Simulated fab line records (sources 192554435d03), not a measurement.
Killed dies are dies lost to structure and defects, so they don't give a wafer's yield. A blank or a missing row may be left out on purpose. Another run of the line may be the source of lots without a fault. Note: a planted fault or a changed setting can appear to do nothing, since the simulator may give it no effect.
fab line records	flow n5Finfet
record lots=7	wafers=39
route steps=1938 shown MOL_CONTACT_COAG@586 BEOL_M0_SAQP@663 BEOL_M1@800
startH: hours from the record's opening day to when the first of the lot's shown wafers began	waitH: hours from the lot's prior step to this one	" identical to the entry in the row above	L1.1+2: one row covering several wafers at once	- value missing, or start not given	* or withheld: withheld	< > ~ a bound
route shown NAME@n: names a module that has steps shown in the file, with the first one's number in the route	usual: the fault-free wafers' mean and standard deviation	same: alike in all rows	chamber/n: place in a boat	sites: the reading at each site	_std_site: standard deviation of those values	_edge_site: mean of outer sites minus mean of inner sites	radiusMm: how far each site lies from the wafer's centre	mask NAME#n: copy n	behind: the tool/chamber that last shaped the wafer	hold: why the lot was held/for how many hours/how that ended	device: the transistor (n, p or np) that didn't switch	end of line: the route-end tests of the same wafers	a step with no rows: only its recipe	killed: the dies lost at the first sort to structure and to defects; this is not the yield of the wafer	map: dies across one wafer; x = killed, . = not, _ = none there
set.NAME: the run value of the setting; set.NAME@STEP: its run value at that earlier step	model.NAME: the simulator's own value behind a step, which no gauge read
lots where settings were altered on purpose, with a table for each step and a row for each wafer
## steps
# step N5_MOL_CONTACT_COAG_VIA_ETCH_46
# recipe chemistry=C4F6/O2	targetDepthA=460	overetchA=92	maskMaterial=SOC	target=SiO2	biasW=455	pressureMtorr=10	timeS=40	sourceW=325	Ar_flow_sccm=300	C4F6_flow_sccm=10	O2_flow_sccm=10	ionEnergyEv=575.3	ends=endPoint
lot.wafer	tool	chamber	startH	waitH	set.targetDepthA	model.etch.depthNm	model.SOC_of_MOL_CONTACT_COAG_COAT_75.thkNm
L074.1	rieDiel-01	1	103.55	0.0	460	45.83	50.8
L074.2	"	3	"	"	460	46.14	51.2
L074.6	"	3	"	"	460	47.29	51.2
L075.1	rieDiel-05	1	112.73	0.0	460	44.17	51.2
L075.2	"	3	"	"	460	45.22	51
L075.3	"	0	"	"	460	44.78	50.4
L075.4	"	2	"	"	460	45.2	51
L075.5	"	1	"	"	460	45.43	51
L075.6	"	0	"	"	460	45.99	50.6
L076.1	rieDiel-06	2	115.98	0.0	347	43.98	52.4
L076.2	"	1	"	"	347	43.91	52
L076.3	"	3	"	"	460	45.48	51
L076.4	"	0	"	"	460	47.04	51
L076.5	"	3	"	"	347	43.43	52.4
L076.6	"	2	"	"	460	47.22	50.8
L080.1	rieDiel-05	3	135.68	0.0	460	45.84	50.8
L080.2	"	0	"	"	460	45.99	50.4
L080.3	"	2	"	"	211.2	29.62	53.8
L080.4	"	1	"	"	460	46.81	51
L080.5	"	3	"	"	211.2	29.78	53.8
L080.6	"	0	"	"	211.2	30.65	53.6
L085.1	rieDiel-06	1	163.90	0.0	460	46.03	50.6
L085.2	"	2	"	"	188.3	28.01	53.8
L085.3	"	3	"	"	188.3	27.23	54.2
L085.4	"	0	"	"	188.3	28.56	53.8
L085.5	"	2	"	"	460	45.39	50.8
L085.6	"	1	"	"	460	45.34	50.6
L093.1	rieDiel-06	3	212.72	0.0	460	44.74	51
L093.2	"	0	"	"	460	45.79	51
L093.3	"	2	"	"	460	45.65	50.8
L093.4	"	1	"	"	460	46.32	50.6
L093.5	"	3	"	"	460	46.65	51
L093.6	"	0	"	"	460	45.8	51
L095.1	rieDiel-01	2	228.33	0.0	460	44.89	50.4
L095.2	"	1	"	"	460	45.33	50.6
L095.3	"	0	"	"	334.6	42.58	51.8
L095.4	"	3	"	"	334.6	43.13	51.8
L095.5	"	1	"	"	460	46.25	50.8
L095.6	"	2	"	"	334.6	43.36	51.8
# step N5_MOL_CONTACT_COAG_STRIP_96
# recipe chemistry=N2/H2	powerW=500	tempC=40	pressureMtorr=50	rfFrequencyHz=6e+07	overashFraction=0.3	biasPowerW=28	h2Frac=0.5	n2FlowSccm=300	h2FlowSccm=300
# step N5_MOL_CONTACT_COAG_ETCH_47
# recipe chemistry=CH3F/O2	target=SiNx	targetDepthA=270	maskMaterial=SiO2	stopOn=W	overEtchFrac=0.2	ionEnergyEv=120	endpoint=OES-CN	pressureMtorr=30	sourceW=395	biasW=73	Ar_flow_sccm=150	CH3F_flow_sccm=30	O2_flow_sccm=20	ends=endPoint
# usual etchRfOnTimeS=31.2/0.48	oesProductAu=0.68/0.072
lot.wafer	tool	chamber	startH	waitH	set.targetDepthA@MOL_CONTACT_COAG_VIA_ETCH_46	etchRfOnTimeS	oesProductAu	model.etch.overEtchS
L074.1	rieDiel-01	1	103.66	0.0	460	31.1	0.68	5.185
L074.2	"	3	"	"	460	32.3	0.62	5.375
L074.6	"	3	"	"	460	32.3	0.61	5.383
L075.1	rieDiel-05	1	112.84	0.0	460	31.6	0.64	5.261
L075.2	"	3	"	"	460	31.3	0.65	5.219
L075.3	"	0	"	"	460	30.9	0.82	5.146
L075.4	"	2	"	"	460	31.8	0.61	5.303
L075.5	"	1	"	"	460	31.7	0.64	5.288
L075.6	"	0	"	"	460	31.2	0.82	5.193
L076.1	rieDiel-06	2	116.09	0.0	347	31.1	0.49	5.179
L076.2	"	1	"	"	347	31.0	0.62	5.167
L076.3	"	3	"	"	460	31.5	0.63	5.243
L076.4	"	0	"	"	460	30.7	0.71	5.121
L076.5	"	3	"	"	347	31.2	0.40	5.202
L076.6	"	2	"	"	460	31.1	0.61	5.191
L080.1	rieDiel-05	3	135.79	0.0	460	31.5	0.65	5.243
L080.2	"	0	"	"	460	30.6	0.81	5.093
L080.3	"	2	"	"	211.2	50.8	0.25	0
L080.4	"	1	"	"	460	31.4	0.63	5.226
L080.5	"	3	"	"	211.2	50.8	0.27	0
L080.6	"	0	"	"	211.2	50.8	0.33	0
L085.1	rieDiel-06	1	164.01	0.0	460	31.2	0.68	5.196
L085.2	"	2	"	"	188.3	50.8	0.25	0
L085.3	"	3	"	"	188.3	50.8	0.26	0
L085.4	"	0	"	"	188.3	50.8	0.29	0
L085.5	"	2	"	"	460	31.6	0.60	5.259
L085.6	"	1	"	"	460	31.6	0.67	5.264
L093.1	rieDiel-06	3	212.83	0.0	460	31.5	0.60	5.251
L093.2	"	0	"	"	460	30.8	0.67	5.137
L093.3	"	2	"	"	460	31.0	0.91	5.161
L093.4	"	1	"	"	460	31.1	0.67	5.184
L093.5	"	3	"	"	460	31.5	0.60	5.251
L093.6	"	0	"	"	460	30.6	0.68	5.105
L095.1	rieDiel-01	2	228.43	0.0	460	30.1	0.74	5.023
L095.2	"	1	"	"	460	30.6	0.65	5.108
L095.3	"	0	"	"	334.6	30.7	0.50	5.114
L095.4	"	3	"	"	334.6	30.7	0.58	5.119
L095.5	"	1	"	"	460	31.0	0.66	5.163
L095.6	"	2	"	"	334.6	30.2	0.57	5.031
# step N5_MOL_CONTACT_COAG_STRIP_119
# recipe chemistry=N2/H2	timeS=30	powerW=1000	tempC=250	pressureMtorr=withheld	n2FlowSccm=1750	h2FlowSccm=3250
# step N5_MOL_CONTACT_COAG_PRECLEAN_144
# recipe chemistry=alkalineClean	tempC=60	timeS=60	doPpb=50
# step N5_MOL_CONTACT_COAG_STRIP_120
# recipe chemistry=CHF3	resist=SiARC	rfFrequencyHz=6e+07
# step N5_MOL_CONTACT_COAG_VIA_ETCH_117
# recipe chemistry=C4F6/O2	targetDepthA=400	overetchA=80	maskMaterial=SOC	target=SiO2	biasW=455	pressureMtorr=10	timeS=26	sourceW=325	Ar_flow_sccm=300	C4F6_flow_sccm=10	O2_flow_sccm=10	ionEnergyEv=575.3	ends=endPoint
# step N5_MOL_CONTACT_COAG_ETCH_124
# recipe chemistry=CH3F/O2	target=SiNx	targetDepthA=65	maskMaterial=SOC	stopOn=SiOC	overEtchFrac=0.3	ionEnergyEv=120	pressureMtorr=30	sourceW=395	biasW=73	Ar_flow_sccm=150	CH3F_flow_sccm=30	O2_flow_sccm=20	ends=endPoint
# usual oesProductAu=0.65/0.071
lot.wafer	tool	chamber	startH	waitH	set.targetDepthA@MOL_CONTACT_COAG_VIA_ETCH_46	oesProductAu
L074.1	rieDiel-05	1	105.13	0.0	460	0.62
L074.2	"	0	"	"	460	0.78
L074.6	"	1	"	"	460	0.62
L075.1	rieDiel-06	1	114.11	0.0	460	0.67
L075.2	"	2	"	"	460	0.60
L075.3	"	0	"	"	460	0.67
L075.4	"	3	"	"	460	0.60
L075.5	"	0	"	"	460	0.67
L075.6	"	3	"	"	460	0.61
L076.1	rieDiel-06	0	117.30	0.0	347	0.54
L076.2	"	1	"	"	347	0.60
L076.3	"	3	"	"	460	0.60
L076.4	"	2	"	"	460	0.59
L076.5	"	2	"	"	347	0.40
L076.6	"	1	"	"	460	0.66
L080.1	rieDiel-05	3	136.96	0.0	460	0.62
L080.2	"	2	"	"	460	0.59
L080.3	"	1	"	"	211.2	0.28
L080.4	"	0	"	"	460	0.76
L080.5	"	1	"	"	211.2	0.27
L080.6	"	0	"	"	211.2	0.34
L085.1	rieDiel-01	2	165.50	0.0	460	0.71
L085.2	"	0	"	"	188.3	0.30
L085.3	"	3	"	"	188.3	0.26
L085.4	"	2	"	"	188.3	0.31
L085.5	"	3	"	"	460	0.59
L085.6	"	0	"	"	460	0.69
L093.1	rieDiel-05	0	214.00	0.0	460	0.73
L093.2	"	1	"	"	460	0.60
L093.3	"	3	"	"	460	0.60
L093.4	"	1	"	"	460	0.60
L093.5	"	3	"	"	460	0.60
L093.6	"	0	"	"	460	0.74
L095.1	rieDiel-01	2	229.61	0.0	460	0.69
L095.2	"	1	"	"	460	0.62
L095.3	"	0	"	"	334.6	0.49
L095.4	"	3	"	"	334.6	0.57
L095.5	"	0	"	"	460	0.68
L095.6	"	3	"	"	334.6	0.64
# step N5_MOL_CONTACT_COAG_ETCH_48
# recipe chemistry=C4F6/O2	targetDepthA=150	overetchA=45	maskMaterial=SOC	target=SiOC	biasW=465	pressureMtorr=10	timeS=17	sourceW=335	Ar_flow_sccm=300	C4F6_flow_sccm=10	O2_flow_sccm=10	ionEnergyEv=576
# usual oesProductAu=0.64/0.074
lot.wafer	tool	chamber	startH	waitH	set.targetDepthA@MOL_CONTACT_COAG_VIA_ETCH_46	oesProductAu
L074.1	rieDiel-05	1	105.17	0.0	460	0.64
L074.2	"	0	"	"	460	0.81
L074.6	"	1	"	"	460	0.60
L075.1	rieDiel-06	1	114.15	0.0	460	0.61
L075.2	"	2	"	"	460	0.59
L075.3	"	0	"	"	460	0.67
L075.4	"	3	"	"	460	0.57
L075.5	"	0	"	"	460	0.66
L075.6	"	3	"	"	460	0.58
L076.1	rieDiel-06	0	117.34	0.0	347	0.53
L076.2	"	1	"	"	347	0.57
L076.3	"	3	"	"	460	0.58
L076.4	"	2	"	"	460	0.58
L076.5	"	2	"	"	347	0.39
L076.6	"	1	"	"	460	0.61
L080.1	rieDiel-05	3	137.00	0.0	460	0.58
L080.2	"	2	"	"	460	0.56
L080.3	"	1	"	"	211.2	0.27
L080.4	"	0	"	"	460	0.74
L080.5	"	1	"	"	211.2	0.27
L080.6	"	0	"	"	211.2	0.34
L085.1	rieDiel-01	2	165.54	0.0	460	0.71
L085.2	"	0	"	"	188.3	0.30
L085.3	"	3	"	"	188.3	0.25
L085.4	"	2	"	"	188.3	0.31
L085.5	"	3	"	"	460	0.58
L085.6	"	0	"	"	460	0.69
L093.1	rieDiel-05	0	214.04	0.0	460	0.73
L093.2	"	1	"	"	460	0.56
L093.3	"	3	"	"	460	0.60
L093.4	"	1	"	"	460	0.60
L093.5	"	3	"	"	460	0.57
L093.6	"	0	"	"	460	0.71
L095.1	rieDiel-01	2	229.65	0.0	460	0.67
L095.2	"	1	"	"	460	0.63
L095.3	"	0	"	"	334.6	0.46
L095.4	"	3	"	"	334.6	0.56
L095.5	"	0	"	"	460	0.65
L095.6	"	3	"	"	334.6	0.64
# step N5_BEOL_M0_SAQP_SPACER1_ALD_98
# recipe material=SiO2	targetThkA=128	tempC=300	aldPrecursorFamily=BDEAS	aldCoReactant=O2-plasma	pulseTimeS=1	purgeTimeS=2	coReactantPurgeTimeS=2	aldCycles=138	pressureTorr=2
lot.wafer	tool	chamber	startH	waitH	set.aldCycles	model.SiO2_of_BEOL_M0_SAQP_SPACER1_ALD_98.thkNm
L074.1+2+6	aldSin-04	3,2,3	114.72	0.3	138	12.8
L075.1+2+5	aldSin-03	0,1,3	122.01	0.3	81	7.6
L075.3+4+6	"	3,2,0	"	"	138	12.8
L076.1+3	aldSin-03	0,1	125.34	0.4	173	16
L076.2+5+6	"	2,3,0	"	"	138	12.8
L076.4	"	3	"	"	173	16.2
L080.1+4+6	aldSin-03	0,3,2	144.13	0.3	214	20
L080.2+3+5	"	2,1,1	"	"	138	12.8
L085.1+4+5	aldSin-01	3,1,3	174.88	0.3	138	12.8
L085.2+3+6	"	2,0,2	"	"	168	15.6
L093.1	aldSin-01	1	221.65	0.3	83	7.6
L093.2+3	"	2,3	"	"	83	7.8
L093.4+5+6	"	0,3,2	"	"	138	12.8
L095.1+2+4	aldSin-01	3,2,1	240.19	0.3	217	20.2
L095.3+5+6	"	0,0,3	"	"	138	12.8
# step N5_BEOL_M0_SAQP_SPACER1_ETCHBACK_99
# recipe chemistry=CHF3/O2	mode=anisotropicEtchback	target=SiO2	targetDepthA=154	timeS=7.7	pressureMtorr=30	sourceW=650	biasW=170	Ar_flow_sccm=200	CHF3_flow_sccm=50	O2_flow_sccm=5	ionEnergyEv=200
# step N5_BEOL_M0_SAQP_MANDREL1_REMOVE_100
# recipe chemistry=HBr/Cl2/O2	btTimeS=10	target=a-Si	stopOn=SiNx	endpoint=OES-SiCl	overEtchFrac=0.85	icpW=600	biasW=30	HBr_flow_sccm=150	Cl2_flow_sccm=80	O2_flow_sccm=5	pressureMtorr=10
lot.wafer	tool	chamber	startH	waitH	set.aldCycles@BEOL_M0_SAQP_SPACER1_ALD_98	model.SiO2_of_BEOL_M0_SAQP_SPACER1_ALD_98.thkNm	model.BEOL_M0_SAQP.cdNm
L074.1	rieSi-05	2	115.29	0.1	138	7.6	12.8
L074.2	"	1	"	"	138	7.4	12.6
L074.6	"	3	"	"	138	7.4	12.8
L075.1+2+5	rieSi-02	2,1,3	122.69	0.1	81	3.4	7.6
L075.3	"	0	"	"	138	7.6	13
L075.4+6	"	3,2	"	"	138	7.4	12.8
L076.1	rieSi-02	0	125.90	0.1	173	10.6	16.2
L076.2+6	"	2,1	"	"	138	7.4	12.8
L076.3	"	3	"	"	173	10.6	16
L076.4	"	1	"	"	173	10.8	16.2
L076.5	"	0	"	"	138	7.4	13
L080.1	rieSi-05	1	144.69	0.1	214	14.6	19.8
L080.2+5	"	2,0	"	"	138	7.4	12.8
L080.3	"	3	"	"	138	7.4	13
L080.4+6	"	0,3	"	"	214	14.6	20
L085.1+4+5	rieSi-06	0,1,0	175.44	0.1	138	7.4	12.8
L085.2+6	"	3	"	"	168	10.2	15.6
L085.3	"	2	"	"	168	10.2	15.8
L093.1+3	rieSi-02	1,2	222.22	0.1	83	3.6	7.8
L093.2	"	3	"	"	83	3.6	8
L093.4+5	"	3,2	"	"	138	7.4	13
L093.6	"	1	"	"	138	7.6	13
L095.1	rieSi-06	2	240.76	0.1	217	14.8	20.2
L095.2+4	"	0	"	"	217	14.8	20.4
L095.3+5+6	"	1,2,1	"	"	138	7.4	12.8
# step N5_BEOL_M0_SAQP_CD_MEAS_25
# recipe targetCdNm=13.1	landingEnergyEv=1000	detector=seInlens
# usual cdNm=12.86/0.23
lot.wafer	tool	chamber	startH	waitH	set.aldCycles@BEOL_M0_SAQP_SPACER1_ALD_98	cdNm
L074.1	cdSem-03	0	115.40	0.1	138	13.12
L074.2	"	0	"	"	138	12.46
L074.6	"	0	"	"	138	12.89
L075.1	cdSem-02	0	122.80	0.1	81	7.41
L075.2	"	0	"	"	81	7.77
L075.3	"	0	"	"	138	13.32
L075.4	"	0	"	"	138	12.88
L075.5	"	0	"	"	81	7.91
L075.6	"	0	"	"	138	12.57
L076.1	cdSem-01	0	126.01	0.1	173	16.11
L076.2	"	0	"	"	138	13.13
L076.3	"	0	"	"	173	15.89
L076.4	"	0	"	"	173	16.31
L076.5	"	0	"	"	138	12.80
L076.6	"	0	"	"	138	12.92
L080.1	cdSem-02	0	144.80	0.1	214	20.01
L080.2	"	0	"	"	138	12.83
L080.3	"	0	"	"	138	12.94
L080.4	"	0	"	"	214	19.88
L080.5	"	0	"	"	138	12.85
L080.6	"	0	"	"	214	19.88
L085.1	cdSem-03	0	175.55	0.1	138	12.68
L085.2	"	0	"	"	168	15.21
L085.3	"	0	"	"	168	15.42
L085.4	"	0	"	"	138	13.05
L085.5	"	0	"	"	138	12.92
L085.6	"	0	"	"	168	15.73
L093.1	cdSem-01	0	222.33	0.1	83	7.46
L093.2	"	0	"	"	83	8.03
L093.3	"	0	"	"	83	7.96
L093.4	"	0	"	"	138	12.91
L093.5	"	0	"	"	138	12.71
L093.6	"	0	"	"	138	13.14
L095.1	cdSem-01	0	240.86	0.1	217	20.21
L095.2	"	0	"	"	217	20.23
L095.3	"	0	"	"	138	12.88
L095.4	"	0	"	"	217	20.22
L095.5	"	0	"	"	138	12.97
L095.6	"	0	"	"	138	12.52
# step N5_BEOL_M1_TRENCH_ETCH_37
# recipe chemistry=C4F6/O2	targetDepthA=552.07	target=SiOC	timeS=29	ionEnergyEv=250	pressureMtorr=30	sourceW=355	biasW=185	Ar_flow_sccm=300	C4F6_flow_sccm=10	O2_flow_sccm=10
lot.wafer	tool	chamber	startH	waitH	set.targetDepthA	model.BEOL_M1.featureDepthNm	model.etch.depthNm	model.TiN_of_BEOL_M1_HM_DEP_02.thkNm
L074.1	rieDiel-03	0	-	-	552.07	55.2	55.28	17.6
L074.2	"	3	"	"	552.07	54.2	54.28	17.6
L074.6	"	0	"	"	552.07	55	55.02	17.4
L075.1	rieDiel-04	2	-	-	552.07	55	54.9	17.2
L075.2	"	1	"	"	644.8	63.4	63.33	17.2
L075.3	"	0	"	"	552.07	54	53.96	17.6
L075.4	"	3	"	"	644.8	63.6	63.62	17
L075.5	"	3	"	"	552.07	54.2	54.13	17.6
L075.6	"	0	"	"	644.8	62.8	62.87	16.8
L076.1	rieDiel-03	0	-	-	552.07	55.2	55.1	17.6
L076.2	"	1	"	"	849	85.8	85.71	16.4
L076.3	"	3	"	"	849	83.8	83.71	16.6
L076.4	"	2	"	"	552.07	54.6	54.54	18
L076.5	"	0	"	"	552.07	55	55.03	17.6
L076.6	"	1	"	"	849	86.6	86.56	16.6
L080.1	rieDiel-04	1	-	-	552.07	53.8	53.74	17.4
L080.2	"	3	"	"	423.2	41.2	41.19	18
L080.3	"	0	"	"	552.07	53.4	53.39	17.4
L080.4	"	2	"	"	423.2	41.2	41.23	17.8
L080.5	"	1	"	"	423.2	41.2	41.18	18
L080.6	"	2	"	"	552.07	55	55.09	17.4
L085.1	rieDiel-02	2	-	-	552.07	55	55.02	17.4
L085.2	"	3	"	"	552.07	56.2	56.28	17.4
L085.3	"	1	"	"	552.07	53	52.93	17.8
L085.4	"	1	"	"	552.07	53.2	53.11	17.8
L085.5	"	2	"	"	552.07	55	55.01	17.6
L085.6	"	3	"	"	552.07	55.2	55.3	17.6
L093.1	rieDiel-02	1	-	-	552.07	56.4	56.4	17.6
L093.2	"	3	"	"	858.8	87.8	87.86	16.2
L093.3	"	0	"	"	858.8	85.4	85.46	16.2
L093.4	"	2	"	"	552.07	55.4	55.5	17.6
L093.5	"	2	"	"	552.07	56	56.05	17.6
L093.6	"	3	"	"	858.8	88.4	88.43	16.2
L095.1	rieDiel-02	3	-	-	653.6	66	66.05	17
L095.2	"	2	"	"	653.6	65.2	65.27	17
L095.3	"	0	"	"	552.07	54.4	54.4	17.6
L095.4	"	0	"	"	552.07	55.2	55.3	17.6
L095.5	"	2	"	"	552.07	55.2	55.15	17.6
L095.6	"	3	"	"	653.6	66.2	66.11	17
# step N5_BEOL_M1_ETCH_41
# recipe chemistry=CH3F/O2	target=SiCN	targetDepthA=319	taperDeg=2	timeS=57.8	ionEnergyEv=120	maskMaterial=TiN	pressureMtorr=30	sourceW=395	biasW=75	Ar_flow_sccm=150	CH3F_flow_sccm=30	O2_flow_sccm=20
# step N5_BEOL_M1_STRIP_97
# recipe chemistry=N2/H2	timeS=10	powerW=450	tempC=40	pressureMtorr=20	rfFrequencyHz=6e+07	biasPowerW=7	n2FlowSccm=200	h2FlowSccm=200
# step N5_BEOL_M1_OCD_MEAS_38
# usual trenchDepthNm=54.8/0.92
lot.wafer	tool	chamber	startH	waitH	set.targetDepthA@BEOL_M1_TRENCH_ETCH_37	trenchDepthNm
L074.1	ocd-01	-	127.07	-	552.07	55.3
L074.2	"	-	"	"	552.07	54.0
L074.6	"	-	"	"	552.07	54.8
L075.1	ocd-02	-	137.67	-	552.07	54.8
L075.2	"	-	"	"	644.8	63.2
L075.3	"	-	"	"	552.07	54.1
L075.4	"	-	"	"	644.8	63.3
L075.5	"	-	"	"	552.07	54.0
L075.6	"	-	"	"	644.8	62.7
L076.1	ocd-02	-	141.19	-	552.07	55.1
L076.2	"	-	"	"	849	85.3
L076.3	"	-	"	"	849	83.3
L076.4	"	-	"	"	552.07	54.3
L076.5	"	-	"	"	552.07	54.4
L076.6	"	-	"	"	849	86.6
L080.1	ocd-02	-	158.54	-	552.07	53.6
L080.2	"	-	"	"	423.2	41.6
L080.3	"	-	"	"	552.07	53.5
L080.4	"	-	"	"	423.2	40.8
L080.5	"	-	"	"	423.2	41.1
L080.6	"	-	"	"	552.07	54.9
L085.1	ocd-02	-	190.66	-	552.07	54.7
L085.2	"	-	"	"	552.07	56.3
L085.3	"	-	"	"	552.07	53.1
L085.4	"	-	"	"	552.07	53.5
L085.5	"	-	"	"	552.07	54.9
L085.6	"	-	"	"	552.07	55.2
L093.1	ocd-02	-	241.19	-	552.07	56.5
L093.2	"	-	"	"	858.8	87.9
L093.3	"	-	"	"	858.8	85.6
L093.4	"	-	"	"	552.07	55.4
L093.5	"	-	"	"	552.07	56.0
L093.6	"	-	"	"	858.8	88.2
L095.1	ocd-02	-	261.42	-	653.6	65.6
L095.2	"	-	"	"	653.6	65.0
L095.3	"	-	"	"	552.07	54.4
L095.4	"	-	"	"	552.07	55.4
L095.5	"	-	"	"	552.07	55.1
L095.6	"	-	"	"	653.6	66.2
## key
split step=N5_MOL_CONTACT_COAG_VIA_ETCH_46	setting=targetDepthA	stated=460	by=wafer
response step=N5_MOL_CONTACT_COAG_VIA_ETCH_46	reading=model.etch.depthNm	change=+0.265	per=1%	r=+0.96
response step=N5_MOL_CONTACT_COAG_VIA_ETCH_46	reading=model.SOC_of_MOL_CONTACT_COAG_COAT_75.thkNm	change=-0.0542	per=1%	r=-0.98
response step=N5_MOL_CONTACT_COAG_ETCH_47	reading=etchRfOnTimeS	change=*	per=1%	r=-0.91
response step=N5_MOL_CONTACT_COAG_ETCH_47	reading=oesProductAu	change=+0.00671	per=1%	r=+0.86
response step=N5_MOL_CONTACT_COAG_ETCH_47	reading=model.etch.overEtchS	change=+0.0761	per=1%	r=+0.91
response step=N5_MOL_CONTACT_COAG_ETCH_124	reading=oesProductAu	change=+0.00602	per=1%	r=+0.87
response step=N5_MOL_CONTACT_COAG_ETCH_48	reading=oesProductAu	change=+0.00578	per=1%	r=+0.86
split step=N5_BEOL_M0_SAQP_SPACER1_ALD_98	setting=aldCycles	stated=138	by=wafer
response step=N5_BEOL_M0_SAQP_SPACER1_ALD_98	reading=model.SiO2_of_BEOL_M0_SAQP_SPACER1_ALD_98.thkNm	change=+0.129	per=1%	r=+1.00
response step=N5_BEOL_M0_SAQP_MANDREL1_REMOVE_100	reading=model.SiO2_of_BEOL_M0_SAQP_SPACER1_ALD_98.thkNm	change=+0.12	per=1%	r=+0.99
response step=N5_BEOL_M0_SAQP_MANDREL1_REMOVE_100	reading=model.BEOL_M0_SAQP.cdNm	change=+0.129	per=1%	r=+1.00
response step=N5_BEOL_M0_SAQP_CD_MEAS_25	reading=cdNm	change=+0.128	per=1%	r=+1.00
split step=N5_BEOL_M1_TRENCH_ETCH_37	setting=targetDepthA	stated=552.07	by=wafer
response step=N5_BEOL_M1_TRENCH_ETCH_37	reading=model.BEOL_M1.featureDepthNm	change=+0.563	per=1%	r=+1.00
response step=N5_BEOL_M1_TRENCH_ETCH_37	reading=model.etch.depthNm	change=+0.563	per=1%	r=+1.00
response step=N5_BEOL_M1_TRENCH_ETCH_37	reading=model.TiN_of_BEOL_M1_HM_DEP_02.thkNm	change=-0.0243	per=1%	r=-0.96
response step=N5_BEOL_M1_OCD_MEAS_38	reading=trenchDepthNm	change=+0.562	per=1%	r=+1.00
